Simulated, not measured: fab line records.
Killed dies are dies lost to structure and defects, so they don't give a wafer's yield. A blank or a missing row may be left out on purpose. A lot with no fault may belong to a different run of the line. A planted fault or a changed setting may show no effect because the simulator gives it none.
Matching of chambers + flow n5Finfet + 4 sister chambers for N5_BEOL_M6_DESCUM_16 on rieDiel-05
The step chemistry O2, time 7.9 s. 4 wafers are shown with their chamber, then 10 later ones without.

## WAFERS WITH THEIR CHAMBER
| wafer  | chamber | drypumpMotorCurrentA (A) |
|--------|---------|--------------------------|
| L092.1 | 1       | 6.1                      |
| L092.3 | 0       | 5.4                      |
| L095.1 | 3       | 6.1                      |
| L095.2 | 2       | 5.7                      |

## WAFERS MISSING THEIR CHAMBER
| wafer  | drypumpMotorCurrentA (A) |
|--------|--------------------------|
| L095.4 | 5.3                      |
| L093.1 | 5.7                      |
| L093.5 | 6.1                      |
| L093.6 | 5.7                      |
| L097.2 | 6.1                      |
| L097.4 | 5.4                      |
| L097.5 | 6.2                      |
| L096.4 | 6.1                      |
| L096.5 | 5.7                      |
| L096.6 | 6.2                      |

## THE CHAMBER EACH PASSED THROUGH
| wafer  | from the rows above     | in truth |
|--------|-------------------------|----------|
| L095.4 | 0                       | 0        |
| L093.1 | 2                       | 2        |
| L093.5 | can't be placed: 1 or 3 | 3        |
| L093.6 | 2                       | 2        |
| L097.2 | can't be placed: 1 or 3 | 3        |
| L097.4 | 0                       | 0        |
| L097.5 | can't be placed: 1 or 3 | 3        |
| L096.4 | can't be placed: 1 or 3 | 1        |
| L096.5 | 2                       | 2        |
| L096.6 | can't be placed: 1 or 3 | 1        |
Placed correctly: 5 of 10. From these rows, 5 cannot be placed; in 5 the true chamber is one of the candidates. Number placed wrongly: 0.
How it was worked out, from the rows above alone: a wafer's distance from a chamber is the root of the sum, over the readings, of the square of ((its reading less the chamber's mean) divided by the reading's scatter). If the next closest chamber is less than 2 further off than the closest, the wafer can't be placed; otherwise it belongs to the closest. For every chamber, the mean is computed from those of its wafers that are shown. The scatter (one wafer shown for each chamber): square how far every hidden wafer sits from the nearest shown wafer, average those squares and take the square root.
